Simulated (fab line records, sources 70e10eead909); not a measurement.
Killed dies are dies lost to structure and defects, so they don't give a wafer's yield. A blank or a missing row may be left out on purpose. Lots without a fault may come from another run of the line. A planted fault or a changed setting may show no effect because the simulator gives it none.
Which tool did it? | flow nand_harc | 13 lots, 37 wafers sampled, at 5 steps of a route of 1302

WHAT THE GAUGES READ, wafer by wafer
NHARC_A_ONON_D1_THK_MEAS_14: measures by ellipsometry.
lot  | measured     | on            | thk_nm (nm)
L293 | day 7 22:32  | film_metro-02 | 995 991 992
L294 | day 8 05:46  | film_metro-02 | 992 993 992
L295 | day 8 15:01  | film_metro-02 | 994 992 992
L297 | day 9 22:40  | film_metro-01 | 1009 1006 1007
L299 | day 10 09:07 | film_metro-01 | 1003 1002 1004
L300 | day 10 16:34 | film_metro-01 | 997 996 996
L302 | day 11 08:01 | film_metro-02 | 995 996 995
L301 | day 11 08:02 | film_metro-01 | 1006 1008 1007
L303 | day 12 05:04 | film_metro-01 | 1011 1013 1012
L310 | day 14 20:10 | film_metro-02 | 1002 1001
L311 | day 15 14:59 | film_metro-01 | 999 1000
L314 | day 16 10:29 | film_metro-02 | 997 996 995
L315 | day 16 21:01 | film_metro-01 | 995 996 994

NHARC_END_SORT_01.
lot  | measured     | on        | killed_at_array | killed_at_other | killed_at_periphery | killed_dies | killed_open | killed_short
L300 | day 27 00:12 | prober-01 | 48 37 42        | 5 4 2           | 12 8 6              | 65 49 50    | 5 2 3       | 1 2 3

WHICH TOOL RAN EACH LOT (tool, then ch and the chambers of the sampled wafers, then the start)
lot  | NHARC_A_CHANNEL_HOLE_D1_ETCH_16               | NHARC_A_CHANNEL_FILL_D1_ALD_14   | NHARC_A_CHANNEL_FILL_D1_STRIP_29
L293 | rie_diel-12 ch 0,2,3, day 9 06:29 or earlier  | ald_hk-01 ch 0,1,2, day 9 06:29  | rie_diel-02 ch 0,1,2, no start
L294 | rie_diel-12 ch 2,3, day 9 09:56 or earlier    | ald_hk-01 ch 1,3, day 9 09:56    | rie_diel-13 ch 1,3, day 10 21:05
L295 | rie_diel-12 ch 0,2,3, day 10 02:10 or earlier | ald_hk-04 ch 1,2,3, day 10 02:10 | rie_diel-02 ch 0,2,3, day 11 18:01
L297 | rie_diel-01 ch 0,1,2, day 11 04:07 or earlier | ald_hk-04 ch 0,1, day 11 04:07   | rie_diel-02 ch 0,1, no start
L299 | rie_diel-12 ch 0,1,2, day 11 15:15 or earlier | ald_hk-04 ch 0,2,3, day 11 15:15 | rie_diel-09 ch 1,2,3, no start
L300 | rie_diel-05 ch 1,2,3, day 11 21:47 or earlier | ald_hk-01 ch 0,1,3, day 11 21:47 | rie_diel-02 ch 0,2, day 27 00:12 or earlier
L302 | rie_diel-12 ch 0,1,2, day 12 15:46 or earlier | ald_hk-04 ch 0,1,3, day 12 15:46 | rie_diel-02 ch 1,2, no start
L301 | rie_diel-12 ch 0,1,3, day 12 15:40 or earlier | ald_hk-01 ch 0,2,3, day 12 15:40 | rie_diel-09 ch 0,1,3, no start
L303 | rie_diel-12 ch 0,2, day 13 09:30 or earlier   | ald_hk-01 ch 1,3, day 13 09:30   | rie_diel-13 ch 0,2, no start
L310 | rie_diel-12 ch 0,1, day 16 00:47 or earlier   | ald_hk-01 ch 1,3, day 16 00:47   | rie_diel-09 ch 2,3, no start
L311 | rie_diel-12 ch 2,3, day 16 22:43 or earlier   | ald_hk-01 ch 2,3, day 16 22:43   | rie_diel-13 ch 0,2, no start
L314 | rie_diel-12 ch 1,2,3, day 17 21:02 or earlier | ald_hk-04 ch 0,1,3, day 17 21:02 | rie_diel-02 ch 0,2,3, no start
L315 | rie_diel-05 ch 1,3, day 18 01:01 or earlier   | ald_hk-03 ch 2,3, day 18 01:01   | rie_diel-13 ch 1,2, no start
- NHARC_A_CHANNEL_HOLE_D1_ETCH_16: etches the open film in O2/COS, target depth 3100 nm, time 806 s.
- NHARC_A_CHANNEL_FILL_D1_ALD_14: deposits SiO2, target thk 2.5 nm, pulse time 10 s, ald cycles 25.
- NHARC_A_CHANNEL_FILL_D1_STRIP_29: strips in O2, time 20 s.

WHAT THE TOOLS THEMSELVES READ (means of the sampled wafers that have a number; where no wafer has one, the mark that the record gives instead)
NHARC_A_CHANNEL_HOLE_D1_ETCH_16.
lot  | tool        | drypump_motor_current_A (A) | oes_product_au (a.u.) | rf_vpp_V (V) | showerhead_plenum_p_Torr (Torr) | throttle_valve_pct (%)
L293 | rie_diel-12 | 6.1                         | 0.991                 | 313.8        | 3.11                            | 28.334
L294 | rie_diel-12 | 5.8                         | 0.999                 | 313.0        | 3.05                            | 28.330
L295 | rie_diel-12 | 6.1                         | 0.992                 | 313.8        | 3.11                            | 28.335
L297 | rie_diel-01 | 5.7                         | 0.998                 | 315.8        | 3.24                            | 28.329
L299 | rie_diel-12 | 5.8                         | 0.999                 | 314.0        | 3.13                            | 28.332
L300 | rie_diel-05 | 5.5                         | 1.005                 | 313.7        | 3.11                            | 28.332
L302 | rie_diel-12 | 5.8                         | 0.994                 | 314.2        | 3.12                            | 28.327
L301 | rie_diel-12 | 5.9                         | 0.992                 | 314.7        | 3.12                            | 28.332
L303 | rie_diel-12 | 6.2                         | 0.997                 | 314.5        | 3.17                            | 28.332
L310 | rie_diel-12 | 5.8                         | 0.991                 | 315.8        | 3.16                            | 28.323
L311 | rie_diel-12 | 5.8                         | 0.998                 | 313.7        | 3.04                            | 28.332
L314 | rie_diel-12 | 5.6                         | 0.994                 | 313.2        | 3.05                            | 28.344
L315 | rie_diel-05 | 5.6                         | 1.011                 | 311.7        | 3.00                            | 28.338

NHARC_A_CHANNEL_FILL_D1_ALD_14.
lot  | tool      | heater_power_w (W) | precursor_pulse_height_rel
L293 | ald_hk-01 | 499                | 0.980
L294 | ald_hk-01 | 436                | 1.009
L295 | ald_hk-04 | 515                | 1.004
L297 | ald_hk-04 | 451                | 0.988
L299 | ald_hk-04 | 502                | 1.008
L300 | ald_hk-01 | 462                | 1.000
L302 | ald_hk-04 | 495                | 0.999
L301 | ald_hk-01 | 492                | 0.969
L303 | ald_hk-01 | 452                | 1.007
L310 | ald_hk-01 | 460                | 0.980
L311 | ald_hk-01 | 516                | 0.992
L314 | ald_hk-04 | 502                | 0.995
L315 | ald_hk-03 | 499                | 1.029

NHARC_A_CHANNEL_FILL_D1_STRIP_29.
lot  | tool        | drypump_motor_current_A (A) | oes_product_au (a.u.) | rf_vpp_V (V) | showerhead_plenum_p_Torr (Torr) | throttle_valve_pct (%)
L293 | rie_diel-02 | 5.7                         | 0.982                 | 57.8         | 3.61                            | 17.041
L294 | rie_diel-13 | 5.1                         | 1.003                 | 58.1         | 3.48                            | 17.041
L295 | rie_diel-02 | 5.6                         | 0.996                 | 57.4         | 3.56                            | 17.042
L297 | rie_diel-02 | 5.6                         | 1.000                 | 58.0         | 3.57                            | 17.037
L299 | rie_diel-09 | 6.0                         | 1.011                 | 57.7         | 3.36                            | 17.039
L300 | rie_diel-02 | 5.9                         | 0.992                 | 57.1         | 3.51                            | 17.037
L302 | rie_diel-02 | 5.5                         | 0.996                 | 58.0         | 3.74                            | 17.045
L301 | rie_diel-09 | 5.9                         | 1.000                 | 57.8         | 3.35                            | 17.039
L303 | rie_diel-13 | 6.0                         | 0.995                 | 58.0         | 3.42                            | 17.041
L310 | rie_diel-09 | 6.2                         | 1.004                 | 58.0         | 3.34                            | 17.044
L311 | rie_diel-13 | 6.1                         | 0.997                 | 58.1         | 3.41                            | 17.032
L314 | rie_diel-02 | 5.7                         | 1.003                 | 58.2         | 3.56                            | 17.033
L315 | rie_diel-13 | 5.5                         | 0.999                 | 57.7         | 3.47                            | 17.033

THE ANSWER, worked out from the rows above alone
Rule: what is usual is taken from the lots themselves. Put in order of their means at a reading, lots are off if they are a third of the lots or fewer, leave a main group of 4 or more, and stand apart from it by a gap of 3 or more times the standard deviation of the main group's means; of several such gaps the widest counts. A main group whose means are all the same, to the digits that the tables above print for the reading, isn't used. A lot without any number at a reading at which 4 lots or more have one is off too. The other lots that the step has rows for count as sound. The gauges are gone through in route order, then the tools' own readings, and for those a lot's mean is taken as printed above. The first step at which some lot is off is used, and at that step the reading that is off furthest; a lot without a number counts as furthest.
No lot is off at any reading shown: from this, nothing can be told.

WHAT THE SIMULATOR HAD PUT IN
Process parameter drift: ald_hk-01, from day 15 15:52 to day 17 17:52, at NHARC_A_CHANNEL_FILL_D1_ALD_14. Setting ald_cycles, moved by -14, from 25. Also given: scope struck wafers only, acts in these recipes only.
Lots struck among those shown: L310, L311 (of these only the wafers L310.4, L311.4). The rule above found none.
